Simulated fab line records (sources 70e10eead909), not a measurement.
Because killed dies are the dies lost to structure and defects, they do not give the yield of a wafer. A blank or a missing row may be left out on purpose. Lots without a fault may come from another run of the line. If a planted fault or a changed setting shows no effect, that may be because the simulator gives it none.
fab line records -- flow nandHarc
record: lots: 6, wafers: 18, lastDay: 25
route steps=1159 shown THIN_TSV@1119 END@1159
lots with no fault: from the same line, run without faults
startH: the number of hours between the record's first day and the start of the first shown wafer of the lot -- waitH: time in hours since the lot's previous step -- " identical to the entry in the row above -- L1.1+2: a row that stands for several wafers -- - no value present, or no start provided -- * or withheld: withheld -- < > ~ a bound
route shown NAME@n: a module of which the file shows steps, and the number in the route of the first -- usual: mean/standard deviation of fault-free wafers -- same: alike in all rows -- chamber/n: place in a boat -- sites: each site's reading -- _std_site: how widely they spread, as a standard deviation -- _edge_site: mean of outer sites minus mean of inner sites -- radiusMm: for every site, how far away it sits from the centre of the wafer -- mask NAME#n: copy n -- behind: the last tool/chamber to shape the wafer -- hold: the reason the lot was held/the length of the hold in hours/how it ended -- device: whichever transistor did not switch (one of n, p or np) -- end of line: at the end of the route, the tests of the same wafers -- a step given without rows: its recipe and nothing more -- killed: not the wafer's yield, but the dies lost to structure and defects at the first sort -- map: per-die view of a wafer (x killed, . not killed, _ where there is no die)
set.NAME: the setting as run; set.NAME@STEP: as run at that earlier step -- model.NAME: the simulator's own value behind a step, which no gauge read
lots at some steps of the route; a table a step, a row a wafer
services: when a tool's chamber went out of use (startH, in hours from the record's first day, below 0 if earlier), for how many hours, and the reason
== steps ==
step: NHARC_THIN_TSV_ETCH_44
recipe: targetDepthA: 15942, timeS: 797.1, cf4FlowSccm: 150, o2FlowSccm: 10, arFlowSccm: 0, rfW: 300, biasW: 800, chemistry: CF4/O2
usual: cf4FlowSccm: 150.0/0.4, drypumpMotorCurrentA: 5.6/0.48, oesProductAu: 0.997/0.01, rfVppV: 795/3.3, showerheadPlenumPTorr: 1.84/0.051, throttleValvePct: 16.916/0.0094
lot.wafer,tool,chamber,startH,waitH,cf4FlowSccm,drypumpMotorCurrentA,oesProductAu,rfHoursCounterH,rfVppV,showerheadPlenumPTorr,throttleValvePct
L283.4,rieDiel-11,2,437.06,0.1,150.3,5.0,1.015,4,795,1.84,16.910
L283.5,rieDiel-11,1,437.06,0.1,149.9,5.3,0.990,-,796,1.86,16.919
L283.6,rieDiel-11,2,437.06,0.1,149.8,5.0,1.005,-,794,1.84,16.910
L284.3,rieDiel-02,0,439.54,0.1,149.8,5.9,0.999,8,801,1.93,16.922
L284.1,rieDiel-02,1,439.54,0.1,149.7,6.4,0.997,5,797,1.86,16.925
L284.5,rieDiel-02,0,439.54,0.1,149.8,6.0,0.998,-,800,1.93,16.912
L288.4,rieDiel-11,1,479.49,0.3,150.9,5.3,0.991,-,797,1.86,16.928
L288.6,rieDiel-11,2,479.49,0.3,150.5,5.0,1.011,-,796,1.84,16.894
L288.5,rieDiel-11,3,479.49,0.3,150.6,5.6,1.007,-,789,1.77,16.927
L290.1,rieDiel-11,1,495.30,0.2,149.9,5.3,0.976,8,796,1.86,16.920
L290.6,rieDiel-11,3,495.30,0.2,149.6,5.6,1.003,-,790,1.77,16.913
L290.4,rieDiel-11,1,495.30,0.2,149.8,5.3,0.973,-,797,1.86,16.901
L295.1,rieDiel-02,2,519.37,0.1,150.0,5.2,1.011,1,796,1.85,16.905
L295.4,rieDiel-02,0,519.37,0.1,150.1,5.9,0.997,1,800,1.93,16.911
L295.6,rieDiel-02,2,519.37,0.1,150.0,5.2,1.004,-,795,1.85,16.937
L301.4,rieDiel-02,2,544.15,0.1,150.4,5.1,1.010,3,796,1.85,16.914
L301.3,rieDiel-02,0,544.15,0.1,149.3,6.0,0.992,2,800,1.93,16.934
L301.6,rieDiel-02,2,544.15,0.1,150.1,5.1,1.007,-,795,1.85,16.909
step: NHARC_THIN_TSV_ETCH_15
recipe: targetDepthA: 30000, boschTargetOveretchCycles: 2, boschEtchStepS: 2.8, boschDepStepS: 1.2, boschCycles: 14
step: NHARC_THIN_TSV_CD_MEAS_16
usual: cdNm: 1000.0/1.9
lot.wafer,tool,chamber,startH,waitH,cdNm
L283.4,cdSem-03,-,437.72,0.1,1002.5
L283.5,cdSem-03,-,437.72,0.1,1001.0
L283.6,cdSem-03,-,437.72,0.1,1000.8
L284.1,cdSem-02,-,440.25,0.1,1003.2
L284.3,cdSem-02,-,440.25,0.1,1000.8
L284.5,cdSem-02,-,440.25,0.1,1000.7
L288.4,cdSem-01,-,480.11,0.1,1000.1
L288.5,cdSem-01,-,480.11,0.1,1002.0
L288.6,cdSem-01,-,480.11,0.1,1003.2
L290.1,cdSem-03,-,496.06,0.1,1002.9
L290.4,cdSem-03,-,496.06,0.1,1003.2
L290.6,cdSem-03,-,496.06,0.1,998.5
L295.1,cdSem-03,-,520.03,0.1,1002.1
L295.4,cdSem-03,-,520.03,0.1,1000.9
L295.6,cdSem-03,-,520.03,0.1,999.5
L301.3,cdSem-03,-,544.88,0.1,1003.7
L301.4,cdSem-03,-,544.88,0.1,1002.3
L301.6,cdSem-03,-,544.88,0.1,1002.1
step: NHARC_THIN_TSV_STRIP_45
recipe: powerW: 1500, tempC: 250, chemistry: O2
step: NHARC_THIN_TSV_STRIP_46
recipe: timeS: 1200, tempC: 72.5, chemistry: postEtchResidueRemover
step: NHARC_THIN_TSV_DEP_47
recipe: targetThkA: 2000, tempC: withheld, pressureTorr: 6.5, rfW: 900, teosFlowSccm: 161.4, flowSccm: 2650, targetThkNm: 200, gas: O2, material: SiO2
usual: flowSccm: 2650/8, throttleValvePct: 15.6/0.53
lot.wafer,tool,chamber,startH,waitH,flowSccm,throttleValvePct
L283.6,pecvd-02,0,439.08,-,2645,15.1
L283.4,pecvd-02,1,439.08,-,2647,15.9
L283.5,pecvd-02,2,439.08,-,2643,15.0
L284.3,pecvd-02,1,441.12,-,2664,15.6
L284.1,pecvd-02,2,441.12,-,2654,15.5
L284.5,pecvd-02,0,441.12,-,2641,15.3
L288.5,pecvd-02,0,481.12,-,2643,15.1
L288.4,pecvd-02,1,481.12,-,2643,15.5
L288.6,pecvd-02,2,481.12,-,2649,15.3
L290.1,pecvd-03,0,497.02,-,2662,16.0
L290.6,pecvd-03,1,497.02,-,2654,15.2
L290.4,pecvd-03,0,497.02,-,2648,15.7
L295.1,pecvd-03,2,521.02,-,2646,15.8
L295.6,pecvd-03,0,521.02,-,2650,16.0
L295.4,pecvd-03,1,521.02,-,2659,15.0
L301.3,pecvd-01,1,545.80,-,2659,15.0
L301.4,pecvd-01,0,545.80,-,2658,16.6
L301.6,pecvd-01,2,545.80,-,2648,16.9
step: NHARC_THIN_TSV_ETCHBACK_48
recipe: targetDepthA: 10285, overEtchFrac: 0.3, timeS: 405.17, ionEnergyEv: 250, c4f8FlowSccm: withheld, arFlowSccm: withheld, rfW: 600, biasW: 300, chemistry: C4F8/Ar
step: NHARC_THIN_TSV_STRIP_62
recipe: powerW: 1500, tempC: 250, timeS: 20, chemistry: N2/H2
step: NHARC_THIN_TSV_DEGAS_49
recipe: tempC: 300, timeS: 120
step: NHARC_THIN_TSV_PRE_CLEAN_50
recipe: timeS: 30, tempC: 280, gas: H2/He
usual: heaterPowerW: 430/48, susceptorTempC: 280.01/0.19
lot.wafer,tool,chamber,startH,waitH,heaterPowerW,susceptorTempC
L283.4,pvdSputter-01,-,-,-,394,279.72
L283.5,pvdSputter-01,-,-,-,439,280.14
L283.6,pvdSputter-01,-,-,-,425,279.94
L284.3,pvdSputter-03,-,-,-,451,-
L284.1,pvdSputter-03,-,-,-,429,-
L284.5,pvdSputter-03,-,-,-,440,-
L288.4,pvdSputter-01,-,-,-,410,279.96
L288.5,pvdSputter-01,-,-,-,415,280.04
L288.6,pvdSputter-01,-,-,-,449,279.89
L290.4,pvdSputter-03,-,-,-,414,280.09
L290.1,pvdSputter-03,-,-,-,441,280.15
L290.6,pvdSputter-03,-,-,-,424,280.07
L295.1,pvdSputter-03,-,-,-,489,280.02
L295.4,pvdSputter-03,-,-,-,449,280.18
L295.6,pvdSputter-03,-,-,-,504,279.97
L301.3,pvdSputter-01,-,-,-,414,280.10
L301.4,pvdSputter-01,-,-,-,397,280.09
L301.6,pvdSputter-01,-,-,-,447,279.75
step: NHARC_THIN_TSV_PVD_19
recipe: targetThkA: 200, chamberPressurePa: 5, material: TaN
usual: throttleValvePct: 29.6/0.77
lot.wafer,tool,chamber,startH,waitH,throttleValvePct
L283.4,pvdSputter-01,-,-,-,29.6
L283.5,pvdSputter-01,-,-,-,29.4
L283.6,pvdSputter-01,-,-,-,29.5
L284.1,pvdSputter-03,-,-,-,29.1
L284.3,pvdSputter-03,-,-,-,30.1
L284.5,pvdSputter-03,-,-,-,28.8
L288.4,pvdSputter-01,-,-,-,29.7
L288.6,pvdSputter-01,-,-,-,29.3
L288.5,pvdSputter-01,-,-,-,28.2
L290.1,pvdSputter-03,-,-,-,29.7
L290.4,pvdSputter-03,-,-,-,30.5
L290.6,pvdSputter-03,-,-,-,29.3
L295.4,pvdSputter-03,-,-,-,29.8
L295.1,pvdSputter-03,-,-,-,29.3
L295.6,pvdSputter-03,-,-,-,29.3
L301.3,pvdSputter-01,-,-,-,30.0
L301.4,pvdSputter-01,-,-,-,28.6
L301.6,pvdSputter-01,-,-,-,28.6
step: NHARC_THIN_TSV_PVD_51
recipe: targetThkA: 1000, chamberPressurePa: 5, material: Cu
usual: throttleValvePct: 29.7/0.8
lot.wafer,tool,chamber,startH,waitH,throttleValvePct
L283.4,pvdSputter-01,-,-,-,29.1
L283.5,pvdSputter-01,-,-,-,29.3
L283.6,pvdSputter-01,-,-,-,29.8
L284.1,pvdSputter-03,-,-,-,28.9
L284.3,pvdSputter-03,-,-,-,28.7
L284.5,pvdSputter-03,-,-,-,29.9
L288.4,pvdSputter-01,-,-,-,29.1
L288.6,pvdSputter-01,-,-,-,29.7
L288.5,pvdSputter-01,-,-,-,29.4
L290.1,pvdSputter-03,-,-,-,30.7
L290.4,pvdSputter-03,-,-,-,29.4
L290.6,pvdSputter-03,-,-,-,30.6
L295.4,pvdSputter-03,-,-,-,30.7
L295.1,pvdSputter-03,-,-,-,29.3
L295.6,pvdSputter-03,-,-,-,30.8
L301.3,pvdSputter-01,-,-,-,30.8
L301.4,pvdSputter-01,-,-,-,30.1
L301.6,pvdSputter-01,-,-,-,28.6
step: NHARC_THIN_TSV_ECD_20
recipe: targetThkA: 20000, material: Cu
lot.wafer,tool,chamber,startH,waitH
L283.4+6+5,ecdCu-02,"0,0,1",440.54,-
L284.1+3+5,ecdCu-01,0,442.63,-
L288.4+5+6,ecdCu-01,"1,1,0",482.62,-
L288.4+5+6,ecdCu-01,"1,1,0",483.48,0.8
L290.1+4+6,ecdCu-02,"0,1,0",498.46,-
L295.1+4+6,ecdCu-01,"0,1,0",522.42,-
L295.1+4+6,ecdCu-01,"0,1,0",523.28,0.8
L301.4+3+6,ecdCu-02,"0,1,1",547.40,-
step: NHARC_THIN_TSV_ANNEAL_52
recipe: tempC: 225, timeS: 90
step: NHARC_END_SORT_01
recipe: tempC: 25
usual: defectLimitedYield: 95.3/1.3, killedAtArray: 28/9.1, killedAtOther: 0.6/0.87, killedAtPeriphery: 3.4/2.7, killedDies: 32/9, killedOpen: 3.2/1.9, killedShort: 2.0/1.3, sort_bin_2_pct: 1.5/0.57, sort_bin_3_pct: 0.26/0.22, sort_bin_4_pct: 2.9/0.91, sortNPass: 645/9, sortRimYieldPct: 93/3.3, sortYieldPct: 95.3/1.3
same: grossDies: 677, sort_bin_5_pct[%]: 0, sort_bin_6_pct[%]: 0, sort_bin_7_pct[%]: 0, sort_bin_8_pct[%]: 0, sortRimNGross: 106.00
lot.wafer,tool,chamber,startH,waitH,defectLimitedYield[%],killedAtArray,killedAtOther,killedAtPeriphery,killedDies,killedOpen,killedShort,sort_bin_2_pct[%],sort_bin_3_pct[%],sort_bin_4_pct[%],sortNPass,sortRimYieldPct[%],sortYieldPct[%]
L283.4,prober-02,0,462.25,3.4,98.8,5,1,2,8,1,0,0.7,0,0.4,669,100,98.8
L283.5,prober-02,0,463.05,3.7,97.6,15,0,1,16,4,5,0.7,0,1.6,661,96,97.6
L283.6,prober-02,0,463.84,4.0,97.9,14,0,0,14,3,7,0.7,0.30,1.0,663,99,97.9
L284.1,prober-02,0,467.57,2.4,94.2,24,3,12,39,3,2,1.8,0.30,3.7,638,96,94.2
L284.3,prober-02,0,469.19,3.1,95.6,17,1,12,30,3,1,1.0,0.30,3.1,647,91,95.6
L284.5,prober-02,0,470.80,3.7,96.6,18,1,4,23,3,0,0.9,0.15,2.4,654,95,96.6
L288.4,prober-02,0,496.40,3.4,95.7,28,0,1,29,4,1,1.2,0.15,3.0,648,93,95.7
L288.5,prober-02,0,497.20,3.7,94.7,33,0,3,36,1,3,1.6,0.44,3.2,641,93,94.7
L288.6,prober-02,0,498.00,4.0,95.3,27,0,5,32,2,2,1.0,0.30,3.4,645,98,95.3
L290.1,prober-02,0,533.32,2.5,95.6,26,0,4,30,4,3,0.7,0,3.7,647,93,95.6
L290.4,prober-02,0,535.69,3.4,94.1,33,1,6,40,5,1,2.4,0.30,3.2,637,99,94.1
L290.6,prober-02,0,537.28,4.0,94.1,36,1,3,40,7,2,2.1,0.15,3.7,637,95,94.1
L301.3,prober-01,0,596.87,3.1,97.9,11,0,3,14,0,1,0.6,0,1.5,663,94,97.9
L301.4,prober-01,0,597.67,3.4,97.2,15,2,2,19,2,4,0.9,0.15,1.8,658,93,97.2
L301.6,prober-01,0,599.27,4.0,97.3,18,0,0,18,4,1,1.3,0.15,1.2,659,98,97.3
killed by level:class
L283.4 A_M0:geometricParticle:open=1 P_STI:chamberFilmFlake=1 P_GATE:chamberFilmFlake=1 A_CHANNEL_HOLE_D1:chamberFilmFlake=1 A_CHANNEL_FILL_D1:chamberFilmFlake=1 A_STAIRCASE:chamberFilmFlake=1 A_CONTACT:chamberFilmFlake=1 HYBRID_BOND:latent=1
L283.5 A_WL_FILL:geometricParticle:short=3 A_CHANNEL_HOLE_D1:chamberFilmFlake=3 A_CHANNEL_FILL_D1:geometricParticle:short=2 A_ZERO_WELL:chamberFilmFlake=2 P_M0:geometricParticle:open=1 A_ONON_D1:geometricParticle:open=1 A_CONTACT:geometricParticle:open=1 A_M1:geometricParticle:open=1
L283.6 A_ONON_D1:geometricParticle:short=3 A_CHANNEL_FILL_D1:geometricParticle:short=2 A_CONTACT:geometricParticle:open=2 A_CHANNEL_HOLE_D1:chamberFilmFlake=2 A_CHANNEL_FILL_D1:geometricParticle:open=1 A_WL_FILL:geometricParticle:short=1 A_CONTACT:geometricParticle:short=1 A_STAIRCASE:chamberFilmFlake=1
L284.1 P_M2:chamberFilmFlake=10 A_SLIT:chamberFilmFlake=10 A_CHANNEL_HOLE_D1:chamberFilmFlake=4 P_ZERO_WELL:chamberFilmFlake=2 A_ZERO_WELL:chamberFilmFlake=2 A_WL_FILL:chamberFilmFlake=2 A_CONTACT:chamberFilmFlake=2 THIN_TSV:chamberFilmFlake=2
L284.3 P_M2:chamberFilmFlake=7 A_SLIT:chamberFilmFlake=5 A_CHANNEL_HOLE_D1:chamberFilmFlake=3 A_WL_FILL:chamberFilmFlake=3 P_GATE:chamberFilmFlake=2 A_CONTACT:chamberFilmFlake=2 P_M1:geometricParticle:open=1 P_M2:geometricParticle:open=1
L284.5 A_SLIT:chamberFilmFlake=11 A_CHANNEL_HOLE_D1:chamberFilmFlake=4 P_M2:chamberFilmFlake=3 P_M0:geometricParticle:open=1 A_SGD_CUT:geometricParticle:open=1 A_CONTACT:geometricParticle:open=1 A_STAIRCASE:chamberFilmFlake=1 THIN_TSV:chamberFilmFlake=1
L288.4 A_SLIT:chamberFilmFlake=13 A_WL_FILL:chamberFilmFlake=3 A_CONTACT:chamberFilmFlake=3 A_CHANNEL_HOLE_D1:chamberFilmFlake=2 A_STAIRCASE:chamberFilmFlake=2 P_M2:geometricParticle:open=1 A_SOURCE_PLATE:geometricParticle:open=1 A_SOURCE_PLATE:geometricParticle:short=1
L288.5 A_SLIT:chamberFilmFlake=12 A_CHANNEL_HOLE_D1:chamberFilmFlake=6 A_WL_FILL:chamberFilmFlake=5 A_CONTACT:chamberFilmFlake=5 P_STI:chamberFilmFlake=2 P_M0:geometricParticle:open=1 A_ONON_D1:geometricParticle:short=1 A_CHANNEL_FILL_D1:geometricParticle:short=1
L288.6 A_SLIT:chamberFilmFlake=10 A_WL_FILL:chamberFilmFlake=5 A_BONDPAD:chamberFilmFlake=4 A_CONTACT:chamberFilmFlake=3 P_ZERO_WELL:chamberFilmFlake=2 A_CHANNEL_HOLE_D1:chamberFilmFlake=2 P_GATE:geometricParticle:open=1 P_GATE:geometricParticle:short=1
L290.1 A_SLIT:chamberFilmFlake=12 A_CHANNEL_HOLE_D1:chamberFilmFlake=6 A_STAIRCASE:chamberFilmFlake=2 P_M0:geometricParticle:short=1 P_M1:geometricParticle:open=1 A_CHANNEL_FILL_D1:geometricParticle:short=1 A_SLIT:geometricParticle:short=1 A_CONTACT:geometricParticle:open=1
L290.4 A_SLIT:chamberFilmFlake=22 A_CHANNEL_HOLE_D1:chamberFilmFlake=3 P_M0:geometricParticle:open=2 A_CHANNEL_FILL_D1:chamberFilmFlake=2 P_ZERO_WELL:chamberFilmFlake=2 A_CHANNEL_HOLE_D1:geometricParticle:open=1 A_CHANNEL_FILL_D1:geometricParticle:open=1 A_SGD_CUT:geometricParticle:short=1
L290.6 A_SLIT:chamberFilmFlake=21 A_CHANNEL_HOLE_D1:chamberFilmFlake=4 P_CONTACT:geometricParticle:open=2 A_CONTACT:geometricParticle:open=2 A_STAIRCASE:chamberFilmFlake=2 A_CONTACT:chamberFilmFlake=2 P_M1:geometricParticle:open=1 A_CHANNEL_FILL_D1:geometricParticle:open=1
L301.3 A_CHANNEL_HOLE_D1:chamberFilmFlake=6 A_CONTACT:chamberFilmFlake=4 P_GATE:chamberFilmFlake=2 A_WL_FILL:geometricParticle:short=1 P_STI:chamberFilmFlake=1
L301.4 A_CHANNEL_HOLE_D1:chamberFilmFlake=6 THIN_TSV:chamberFilmFlake=2 P_M0:geometricParticle:short=1 A_SOURCE_PLATE:geometricParticle:short=1 A_ONON_D1:geometricParticle:short=1 A_CHANNEL_FILL_D1:geometricParticle:short=1 A_WL_FILL:geometricParticle:open=1 A_CONTACT:geometricParticle:open=1
L301.6 A_CHANNEL_HOLE_D1:chamberFilmFlake=10 A_CONTACT:chamberFilmFlake=2 A_CHANNEL_HOLE_D1:geometricParticle:open=1 A_WL_FILL:geometricParticle:short=1 A_WL_FILL:geometricParticle:open=1 A_CONTACT:geometricParticle:open=1 A_M0:geometricParticle:open=1 A_STAIRCASE:chamberFilmFlake=1
== services ==
tool,chamber,startH,hours,kind
pecvd-01,-,418.03,13.0,pm
rieDiel-11,0,424.50,-,clean
rieDiel-11,1,424.50,-,clean
rieDiel-11,2,424.50,-,clean
rieDiel-11,3,424.50,-,clean
rieDiel-02,0,434.70,-,clean
rieDiel-02,1,434.70,-,clean
ecdCu-01,-,448.09,8.0,pm
pecvd-02,-,451.10,0.7,repair
rieDiel-11,1,452.84,6.7,repair
rieDiel-02,3,454.41,52.1,repair
pvdSputter-03,-,458.04,10.0,pm
pecvd-03,-,473.12,13.0,pm
rieDiel-11,0,475.74,9.3,repair
pecvd-02,-,478.03,1.2,repair
rieDiel-11,0,490.49,16.6,repair
rieDiel-02,2,499.09,5.0,repair
rieDiel-02,-,504.70,9.0,pm
pecvd-01,-,507.27,0.5,repair
pvdSputter-01,-,514.00,10.0,pm
pecvd-02,-,515.49,13.0,pm
ecdCu-02,-,532.14,8.0,pm
rieDiel-11,2,543.43,4.8,repair
rieDiel-11,-,543.50,9.0,pm
== key ==
firstSign: step: NHARC_THIN_TSV_ECD_20, reading: visit, direction: added
effect none on later readings
metAt NHARC_THIN_TSV_ECD_20
struckWafers L288.4,L288.5,L288.6,L295.1,L295.4,L295.6
fault: kind: repeatedStepWhole, tool: ecdCu-01,ecdCu-02, chamber: -, onsetH: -, steps: NHARC_THIN_TSV_ECD_20, times: 1, scope: struckLotsOnly
